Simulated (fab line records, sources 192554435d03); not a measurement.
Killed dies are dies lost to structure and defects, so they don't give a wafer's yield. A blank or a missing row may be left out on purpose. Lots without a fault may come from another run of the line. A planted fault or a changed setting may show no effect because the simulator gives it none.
Which tool did it? | flow n5_finfet | 24 lots, 72 wafers sampled, at 2 steps of a route of 1938

WHAT THE GAUGES READ, wafer by wafer
N5_BEOL_M9_OCD_MEAS_38.
lot  | measured     | on     | trench_depth_nm (nm)
L076 | day 9 19:41  | ocd-02 | 154.6 155.1 154.4
L074 | day 9 21:58  | ocd-02 | 152.5 153.6 153.3
L077 | day 10 12:28 | ocd-02 | 147.5 150.1 151.9
L075 | day 10 13:01 | ocd-01 | 151.1 152.7 151.0
L078 | day 10 18:33 | ocd-02 | 150.1 150.2 150.0
L079 | day 11 03:31 | ocd-02 | 152.2 152.7 153.5
L082 | day 11 15:01 | ocd-02 | 147.2 147.8 154.3
L081 | day 11 15:33 | ocd-02 | 149.2 148.7 151.8
L083 | day 11 21:03 | ocd-02 | 152.2 153.5 152.0
L080 | day 11 23:43 | ocd-01 | 151.6 151.4 152.3
L084 | day 12 04:13 | ocd-02 | 147.4 150.8 148.8
L085 | day 12 15:05 | ocd-02 | 152.6 153.5 153.9
L086 | day 13 07:40 | ocd-01 | 152.8 147.0 149.1
L087 | day 13 10:30 | ocd-02 | 146.9 150.8 148.1
L088 | day 13 16:03 | ocd-02 | 151.2 151.1 154.2
L090 | day 13 18:29 | ocd-02 | 148.0 145.1 151.6
L091 | day 14 01:20 | ocd-02 | 150.3 146.0 147.8
L089 | day 14 04:57 | ocd-02 | 148.5 149.0 146.4
L092 | day 14 09:58 | ocd-01 | 147.8 151.8 150.7
L094 | day 14 13:41 | ocd-02 | 144.9 147.8 149.9
L093 | day 14 15:50 | ocd-01 | 151.9 151.5 145.7
L095 | day 15 03:31 | ocd-02 | 151.9 154.5 150.6
L096 | day 15 16:26 | ocd-02 | 148.3 150.5 149.1
L097 | day 15 22:11 | ocd-02 | 149.4 150.1 152.1

WHICH TOOL RAN EACH LOT (tool, then ch and the chambers of the sampled wafers, then the start)
lot  | N5_BEOL_M9_TRENCH_ETCH_37
L076 | rie_diel-01 ch 1,2,3, day 9 19:41 or earlier
L074 | rie_diel-01 ch 1,2,3, day 9 21:58 or earlier
L077 | rie_diel-06 ch 1,3, day 10 12:28 or earlier
L075 | rie_diel-03 ch 0,1, day 10 13:01 or earlier
L078 | rie_diel-03 ch 0,1,3, day 10 18:33 or earlier
L079 | rie_diel-01 ch 1,3, day 11 03:31 or earlier
L082 | rie_diel-06 ch 1,2, day 11 15:01 or earlier
L081 | rie_diel-06 ch 0,1,3, day 11 15:33 or earlier
L083 | rie_diel-01 ch 0,1, day 11 21:03 or earlier
L080 | rie_diel-01 ch 1,2,3, day 11 23:43 or earlier
L084 | rie_diel-06 ch 0,1,3, day 12 04:13 or earlier
L085 | rie_diel-01 ch 0,1,3, day 12 15:05 or earlier
L086 | rie_diel-06 ch 0,2,3, day 13 07:40 or earlier
L087 | rie_diel-03 ch 1,2,3, day 13 10:30 or earlier
L088 | rie_diel-01 ch 0,1,3, day 13 16:03 or earlier
L090 | rie_diel-03 ch 0,2,3, day 13 18:29 or earlier
L091 | rie_diel-06 ch 0,1, day 14 01:20 or earlier
L089 | rie_diel-03 ch 2,3, day 14 04:57 or earlier
L092 | rie_diel-03 ch 1,2,3, day 14 09:58 or earlier
L094 | rie_diel-06 ch 0,1,3, day 14 13:41 or earlier
L093 | rie_diel-03 ch 0,1,2, day 14 15:50 or earlier
L095 | rie_diel-01 ch 1,2,3, day 15 03:31 or earlier
L096 | rie_diel-06 ch 0,3, day 15 16:26 or earlier
L097 | rie_diel-03 ch 0,1, day 15 22:11 or earlier
- N5_BEOL_M9_TRENCH_ETCH_37: etches SiCOH lowk in C4F6/O2, target depth 151.43 nm, time 49 s.

WHAT THE TOOLS THEMSELVES READ (means of the sampled wafers that have a number; where no wafer has one, the mark that the record gives instead)
N5_BEOL_M9_TRENCH_ETCH_37.
lot  | tool        | drypump_motor_current_A (A) | oes_product_au (a.u.) | rf_vpp_V (V) | showerhead_plenum_p_Torr (Torr) | throttle_valve_pct (%)
L076 | rie_diel-01 | 6.2                         | 0.85                  | 657          | 2.80                            | 20.89
L074 | rie_diel-01 | 6.2                         | 0.84                  | 657          | 2.80                            | 20.88
L077 | rie_diel-06 | 5.1                         | 0.73                  | 668          | 2.72                            | 20.98
L075 | rie_diel-03 | 5.9                         | 0.81                  | 677          | 2.83                            | 21.02
L078 | rie_diel-03 | 5.5                         | 0.76                  | 676          | 2.78                            | 21.09
L079 | rie_diel-01 | 6.4                         | 0.77                  | 653          | 2.82                            | 20.89
L082 | rie_diel-06 | 5.5                         | 0.71                  | 658          | 2.76                            | 21.02
L081 | rie_diel-06 | 5.5                         | 0.76                  | 659          | 2.74                            | 20.90
L083 | rie_diel-01 | 6.0                         | 0.86                  | 647          | 2.77                            | 20.81
L080 | rie_diel-01 | 6.2                         | 0.81                  | 657          | 2.79                            | 20.90
L084 | rie_diel-06 | 5.5                         | 0.75                  | 660          | 2.74                            | 20.91
L085 | rie_diel-01 | 6.2                         | 0.81                  | 650          | 2.79                            | 20.86
L086 | rie_diel-06 | 5.7                         | 0.75                  | 656          | 2.77                            | 21.00
L087 | rie_diel-03 | 5.4                         | 0.77                  | 664          | 2.77                            | 21.20
L088 | rie_diel-01 | 6.2                         | 0.79                  | 650          | 2.78                            | 20.87
L090 | rie_diel-03 | 5.5                         | 0.74                  | 666          | 2.79                            | 21.14
L091 | rie_diel-06 | 5.9                         | 0.77                  | 651          | 2.75                            | 20.84
L089 | rie_diel-03 | 5.2                         | 0.69                  | 663          | 2.74                            | 21.21
L092 | rie_diel-03 | 5.4                         | 0.76                  | 664          | 2.77                            | 21.22
L094 | rie_diel-06 | 5.5                         | 0.73                  | 660          | 2.73                            | 20.93
L093 | rie_diel-03 | 5.8                         | 0.81                  | 666          | 2.82                            | 21.14
L095 | rie_diel-01 | 6.2                         | 0.78                  | 657          | 2.78                            | 20.95
L096 | rie_diel-06 | 5.8                         | 0.77                  | 655          | 2.74                            | 20.89
L097 | rie_diel-03 | 5.7                         | 0.86                  | 675          | 2.80                            | 21.02

THE ANSWER, worked out from the rows above alone
Rule: what is usual is taken from the lots themselves. Put in order of their means at a reading, lots are off if they are a third of the lots or fewer, leave a main group of 4 or more, and stand apart from it by a gap of 3 or more times the standard deviation of the main group's means; of several such gaps the widest counts. A main group whose means are all the same, to the digits that the tables above print for the reading, isn't used. A lot without any number at a reading at which 4 lots or more have one is off too. The other lots that the step has rows for count as sound. The gauges are gone through in route order, then the tools' own readings, and for those a lot's mean is taken as printed above. The first step at which some lot is off is used, and at that step the reading that is off furthest; a lot without a number counts as furthest.
No lot is off at any reading shown: from this, nothing can be told.

WHAT THE SIMULATOR HAD PUT IN
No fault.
